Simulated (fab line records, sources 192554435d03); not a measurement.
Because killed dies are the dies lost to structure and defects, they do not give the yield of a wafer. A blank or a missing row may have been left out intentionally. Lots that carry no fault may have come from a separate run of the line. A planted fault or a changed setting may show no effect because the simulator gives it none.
Split-lot trial / flow n5_finfet / 7 lots, 39 wafers read, on a route of 1938 steps

## SPLIT DETAILS
At N5_FIN_CUT_CUT_ETCH_15 (etches Si in HBr/Cl2/O2, target depth 100 nm, bt time 10 s, time 42.4 s), the setting time_s was moved away from the recipe's 42.4 s on 18 of the 39 wafers read, by -31.8% to +58.5%. The other wafers ran this setting at the recipe's value.

The reading is taken at the split's own step.

## THE READING
SOC_of_FIN_CUT_COAT_18.thk_nm (the simulator's own value, which no gauge read), in nm, at N5_FIN_CUT_CUT_ETCH_15 (etches Si in HBr/Cl2/O2, target depth 100 nm, bt time 10 s, time 42.4 s). There is no usual value for it anywhere in the file. The 21 wafers here that ran the recipe average 170.5 nm, standard deviation 0.96 nm.

wafer=L075.1; tool, chamber at the split=rie_si-04, 1; time_s as run, s=42.4; against the recipe=recipe; SOC_of_FIN_CUT_COAT_18.thk_nm, nm=170.6; against lot-mates on the recipe=-
wafer=L075.2; tool, chamber at the split=rie_si-04, 2; time_s as run, s=64.84; against the recipe=+52.9%; SOC_of_FIN_CUT_COAT_18.thk_nm, nm=149.8; against lot-mates on the recipe=-20.7
wafer=L075.3; tool, chamber at the split=rie_si-04, 3; time_s as run, s=64.84; against the recipe=+52.9%; SOC_of_FIN_CUT_COAT_18.thk_nm, nm=148.4; against lot-mates on the recipe=-22.1
wafer=L075.4; tool, chamber at the split=rie_si-04, 0; time_s as run, s=42.4; against the recipe=recipe; SOC_of_FIN_CUT_COAT_18.thk_nm, nm=171.2; against lot-mates on the recipe=-
wafer=L075.5; tool, chamber at the split=rie_si-04, 2; time_s as run, s=42.4; against the recipe=recipe; SOC_of_FIN_CUT_COAT_18.thk_nm, nm=169.8; against lot-mates on the recipe=-
wafer=L075.6; tool, chamber at the split=rie_si-04, 1; time_s as run, s=64.84; against the recipe=+52.9%; SOC_of_FIN_CUT_COAT_18.thk_nm, nm=151; against lot-mates on the recipe=-19.5
wafer=L080.1; tool, chamber at the split=rie_si-04, 1; time_s as run, s=50.84; against the recipe=+19.9%; SOC_of_FIN_CUT_COAT_18.thk_nm, nm=164.6; against lot-mates on the recipe=-6.3
wafer=L080.2; tool, chamber at the split=rie_si-04, 3; time_s as run, s=50.84; against the recipe=+19.9%; SOC_of_FIN_CUT_COAT_18.thk_nm, nm=161.8; against lot-mates on the recipe=-9.1
wafer=L080.3; tool, chamber at the split=rie_si-04, 2; time_s as run, s=50.84; against the recipe=+19.9%; SOC_of_FIN_CUT_COAT_18.thk_nm, nm=164.2; against lot-mates on the recipe=-6.7
wafer=L080.4; tool, chamber at the split=rie_si-04, 0; time_s as run, s=42.4; against the recipe=recipe; SOC_of_FIN_CUT_COAT_18.thk_nm, nm=172; against lot-mates on the recipe=-
wafer=L080.5; tool, chamber at the split=rie_si-04, 2; time_s as run, s=42.4; against the recipe=recipe; SOC_of_FIN_CUT_COAT_18.thk_nm, nm=171.8; against lot-mates on the recipe=-
wafer=L080.6; tool, chamber at the split=rie_si-04, 3; time_s as run, s=42.4; against the recipe=recipe; SOC_of_FIN_CUT_COAT_18.thk_nm, nm=168.8; against lot-mates on the recipe=-
wafer=L083.1; tool, chamber at the split=rie_si-05, 2; time_s as run, s=42.4; against the recipe=recipe; SOC_of_FIN_CUT_COAT_18.thk_nm, nm=171; against lot-mates on the recipe=-
wafer=L083.2; tool, chamber at the split=rie_si-05, 1; time_s as run, s=42.4; against the recipe=recipe; SOC_of_FIN_CUT_COAT_18.thk_nm, nm=171; against lot-mates on the recipe=-
wafer=L083.3; tool, chamber at the split=rie_si-05, 0; time_s as run, s=42.4; against the recipe=recipe; SOC_of_FIN_CUT_COAT_18.thk_nm, nm=171.4; against lot-mates on the recipe=-
wafer=L085.1; tool, chamber at the split=rie_si-04, 1; time_s as run, s=51.08; against the recipe=+20.5%; SOC_of_FIN_CUT_COAT_18.thk_nm, nm=162.8; against lot-mates on the recipe=-6.7
wafer=L085.2; tool, chamber at the split=rie_si-04, 2; time_s as run, s=42.4; against the recipe=recipe; SOC_of_FIN_CUT_COAT_18.thk_nm, nm=170.4; against lot-mates on the recipe=-
wafer=L085.3; tool, chamber at the split=rie_si-04, 3; time_s as run, s=42.4; against the recipe=recipe; SOC_of_FIN_CUT_COAT_18.thk_nm, nm=168.8; against lot-mates on the recipe=-
wafer=L085.4; tool, chamber at the split=rie_si-04, 0; time_s as run, s=51.08; against the recipe=+20.5%; SOC_of_FIN_CUT_COAT_18.thk_nm, nm=161.4; against lot-mates on the recipe=-8.1
wafer=L085.5; tool, chamber at the split=rie_si-04, 0; time_s as run, s=42.4; against the recipe=recipe; SOC_of_FIN_CUT_COAT_18.thk_nm, nm=169.4; against lot-mates on the recipe=-
wafer=L085.6; tool, chamber at the split=rie_si-04, 3; time_s as run, s=51.08; against the recipe=+20.5%; SOC_of_FIN_CUT_COAT_18.thk_nm, nm=159.4; against lot-mates on the recipe=-10.1
wafer=L087.1; tool, chamber at the split=rie_si-05, 2; time_s as run, s=28.92; against the recipe=-31.8%; SOC_of_FIN_CUT_COAT_18.thk_nm, nm=183.6; against lot-mates on the recipe=+13.1
wafer=L087.2; tool, chamber at the split=rie_si-05, 0; time_s as run, s=42.4; against the recipe=recipe; SOC_of_FIN_CUT_COAT_18.thk_nm, nm=169.6; against lot-mates on the recipe=-
wafer=L087.3; tool, chamber at the split=rie_si-05, 1; time_s as run, s=42.4; against the recipe=recipe; SOC_of_FIN_CUT_COAT_18.thk_nm, nm=170.6; against lot-mates on the recipe=-
wafer=L087.4; tool, chamber at the split=rie_si-05, 3; time_s as run, s=28.92; against the recipe=-31.8%; SOC_of_FIN_CUT_COAT_18.thk_nm, nm=181.4; against lot-mates on the recipe=+10.9
wafer=L087.5; tool, chamber at the split=rie_si-05, 1; time_s as run, s=28.92; against the recipe=-31.8%; SOC_of_FIN_CUT_COAT_18.thk_nm, nm=181.8; against lot-mates on the recipe=+11.3
wafer=L087.6; tool, chamber at the split=rie_si-05, 2; time_s as run, s=42.4; against the recipe=recipe; SOC_of_FIN_CUT_COAT_18.thk_nm, nm=171.4; against lot-mates on the recipe=-
wafer=L089.1; tool, chamber at the split=rie_si-04, 2; time_s as run, s=30.88; against the recipe=-27.2%; SOC_of_FIN_CUT_COAT_18.thk_nm, nm=181.2; against lot-mates on the recipe=+10.1
wafer=L089.2; tool, chamber at the split=rie_si-04, 0; time_s as run, s=42.4; against the recipe=recipe; SOC_of_FIN_CUT_COAT_18.thk_nm, nm=171; against lot-mates on the recipe=-
wafer=L089.3; tool, chamber at the split=rie_si-04, 1; time_s as run, s=30.88; against the recipe=-27.2%; SOC_of_FIN_CUT_COAT_18.thk_nm, nm=182.6; against lot-mates on the recipe=+11.5
wafer=L089.4; tool, chamber at the split=rie_si-04, 3; time_s as run, s=30.88; against the recipe=-27.2%; SOC_of_FIN_CUT_COAT_18.thk_nm, nm=179; against lot-mates on the recipe=+7.9
wafer=L089.5; tool, chamber at the split=rie_si-04, 0; time_s as run, s=42.4; against the recipe=recipe; SOC_of_FIN_CUT_COAT_18.thk_nm, nm=170.4; against lot-mates on the recipe=-
wafer=L089.6; tool, chamber at the split=rie_si-04, 1; time_s as run, s=42.4; against the recipe=recipe; SOC_of_FIN_CUT_COAT_18.thk_nm, nm=172; against lot-mates on the recipe=-
wafer=L096.1; tool, chamber at the split=rie_si-04, 3; time_s as run, s=67.21; against the recipe=+58.5%; SOC_of_FIN_CUT_COAT_18.thk_nm, nm=146.6; against lot-mates on the recipe=-23.3
wafer=L096.2; tool, chamber at the split=rie_si-04, 2; time_s as run, s=67.21; against the recipe=+58.5%; SOC_of_FIN_CUT_COAT_18.thk_nm, nm=148.6; against lot-mates on the recipe=-21.3
wafer=L096.3; tool, chamber at the split=rie_si-04, 1; time_s as run, s=42.4; against the recipe=recipe; SOC_of_FIN_CUT_COAT_18.thk_nm, nm=170.6; against lot-mates on the recipe=-
wafer=L096.4; tool, chamber at the split=rie_si-04, 0; time_s as run, s=67.21; against the recipe=+58.5%; SOC_of_FIN_CUT_COAT_18.thk_nm, nm=148.4; against lot-mates on the recipe=-21.5
wafer=L096.5; tool, chamber at the split=rie_si-04, 3; time_s as run, s=42.4; against the recipe=recipe; SOC_of_FIN_CUT_COAT_18.thk_nm, nm=169.2; against lot-mates on the recipe=-
wafer=L096.6; tool, chamber at the split=rie_si-04, 0; time_s as run, s=42.4; against the recipe=recipe; SOC_of_FIN_CUT_COAT_18.thk_nm, nm=170; against lot-mates on the recipe=-

THE FIT
A straight line over all 39 wafers: SOC_of_FIN_CUT_COAT_18.thk_nm changes by -0.387 nm for each +1% of time_s; r = -0.99; the points scatter about the line by 1.2 nm.
The same after taking each lot's own level away (the mean of its wafers on the recipe; 39 wafers): -0.379 nm for each +1%; r = -0.99; scatter 1.1 nm.
The reading moves by 22 nm for the largest change in time_s, on that fit.
The span of the lots' own levels, 169.53 to 171.13 nm, comes to 1.7 times the standard deviation stated above.
So the lot-to-lot level changes the slope little: the two slopes agree.
Check: -22.2 nm against its lot-mates is what the line predicts for one of the wafers moved furthest among these (+58.5%) when that wafer is left out of the fit. Against them it came out at -23.3 nm.

## ADDITIONAL SPLITS CARRIED BY THESE WAFERS
Note: prior to the reading, these wafers also went through further splits. Each is held against what the fit with the lots' levels taken away leaves over:
other split on the same wafers=N5_FIN_SAQP_HM_DEP_72 target_thk_a; wafers away from the commonest value=15; r with SOC_of_FIN_CUT_COAT_18.thk_nm (lot level and that fit taken away)=+0.23

## THE WHOLE CHAIN: every reading that the file lists as answering this split, in the file's order
step=N5_FIN_CUT_CUT_ETCH_15; what it does=etches Si in HBr/Cl2/O2, target depth 100 nm, bt time 10 s, time 42.4 s; reading=etch.depth_nm (the simulator's own value, which no gauge read); change (the file's fit)=+1.03 nm for each +1% of the setting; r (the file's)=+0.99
step=N5_FIN_CUT_CUT_ETCH_15; what it does=etches Si in HBr/Cl2/O2, target depth 100 nm, bt time 10 s, time 42.4 s; reading=FIN_CUT.feature_depth_nm (the simulator's own value, which no gauge read); change (the file's fit)=+1.03 nm for each +1% of the setting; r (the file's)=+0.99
step=N5_FIN_CUT_CUT_ETCH_15; what it does=etches Si in HBr/Cl2/O2, target depth 100 nm, bt time 10 s, time 42.4 s; reading=SOC_of_FIN_CUT_COAT_18.thk_nm (the simulator's own value, which no gauge read); change (the file's fit)=-0.381 nm for each +1% of the setting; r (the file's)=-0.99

## THE FILE'S OWN FIT
SOC_of_FIN_CUT_COAT_18.thk_nm changes by -0.381 nm for each +1% of time_s, r = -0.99.
